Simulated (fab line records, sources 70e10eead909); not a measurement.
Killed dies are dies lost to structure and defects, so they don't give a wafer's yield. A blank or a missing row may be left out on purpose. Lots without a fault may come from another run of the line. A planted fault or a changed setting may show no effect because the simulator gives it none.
A struck lot beside a sound one | flow nand_harc | 18 steps out of a route of 1302
Sound: wafers L502.1, L502.2, L502.3. Struck: wafers L516.1, L516.2, L516.4. The cause comes at the end.
At each step with rows: each side's tool, then ch and its chambers, then its first start. Under that, the readings that differ: sound wafers | struck wafers | difference of the means | sigmas: that difference in standard deviations of wafers without a fault.
alike: readings whose means differ by less than 2 such deviations, and words and numbers that are the same on both sides. not compared: withheld readings, readings that some wafer has no value for, bounds like >300 that may hide the same value, and numbers for which the record gives no deviation and whose values overlap.
The two part at a step that has a row with sigmas, a row that says differs or no value, or rows on one side only. Numbers that don't overlap but have no deviation are shown without sigmas and don't part them. A reading that every wafer of one side lacks parts them only if that side has two wafers or more.

NHARC_P_ZERO_WELL_CD_MEAS_24: target cd 720 nm.
  sound on cd_sem-01 ch 0, day 1 22:39; struck on cd_sem-02 ch 0, day 7 18:28
  alike: cd_nm
then, 1 step without rows for these wafers: NHARC_P_ZERO_WELL_HARDBAKE_25 (time 80 s).
NHARC_P_ZERO_WELL_DESCUM_26: chemistry O2, time 3 s.
  sound on rie_diel-10 ch 0,2,3, day 1 22:49; struck on rie_diel-10 ch 0,1,2, day 7 18:38
  alike: drypump_motor_current_A, oes_product_au, rf_vpp_V, showerhead_plenum_p_Torr, throttle_valve_pct
  not compared: rf_hours_counter_h
then, 9 steps without rows for these wafers: NHARC_P_ZERO_WELL_IMPLANT_27; NHARC_P_ZERO_WELL_IMPLANT_57; NHARC_P_ZERO_WELL_IMPLANT_58; NHARC_P_ZERO_WELL_STRIP_28 (strips in SPM, time 840 s); NHARC_P_ZERO_WELL_DEHYDRATE_29 (time 120 s); NHARC_P_ZERO_WELL_HMDS_30 (time 30 s); NHARC_P_ZERO_WELL_COAT_31; NHARC_P_ZERO_WELL_SOFTBAKE_32 (time 95 s); NHARC_P_ZERO_WELL_EBR_33.
NHARC_P_ZERO_WELL_EXPOSE_34: exposes mask P PWELL, target cd 720 nm.
  sound on krf_scanner-02 ch 0, day 2 00:00; struck on krf_scanner-02 ch 0, day 7 19:57
  reading | sound                         | struck                        | difference | sigmas
  mask    | P_PWELL#0 P_PWELL#0 P_PWELL#0 | P_NWELL#0 P_NWELL#0 P_NWELL#0 | differs    |
then, 2 steps without rows for these wafers: NHARC_P_ZERO_WELL_PEB_35 (peb time 85 s); NHARC_P_ZERO_WELL_DEVELOP_36 (time 70 s).
NHARC_P_ZERO_WELL_CD_MEAS_37: target cd 720 nm.
  sound on cd_sem-02 ch 0, day 2 00:10; struck on cd_sem-01 ch 0, day 7 20:07
  reading    | sound             | struck | difference                    | sigmas
  cd_nm (nm) | 718.6 717.0 718.3 | - - -  | no value on the struck wafers |
then, 1 step without rows for these wafers: NHARC_P_ZERO_WELL_HARDBAKE_38 (time 80 s).
-- the record jumps here: 22 days lie between the struck wafers' starts before and after (it left off in module P_ZERO_WELL and takes up again in module END, whose first step shown is number 1302 of the route) --
NHARC_END_SORT_01:
  the record has rows for the struck wafers here (prober-02 ch 0, day 30 07:17) and none for the sound ones

WHERE THEY PART
First at NHARC_P_ZERO_WELL_EXPOSE_34; last, within this record, at NHARC_END_SORT_01.

WHY: what the simulator had put in
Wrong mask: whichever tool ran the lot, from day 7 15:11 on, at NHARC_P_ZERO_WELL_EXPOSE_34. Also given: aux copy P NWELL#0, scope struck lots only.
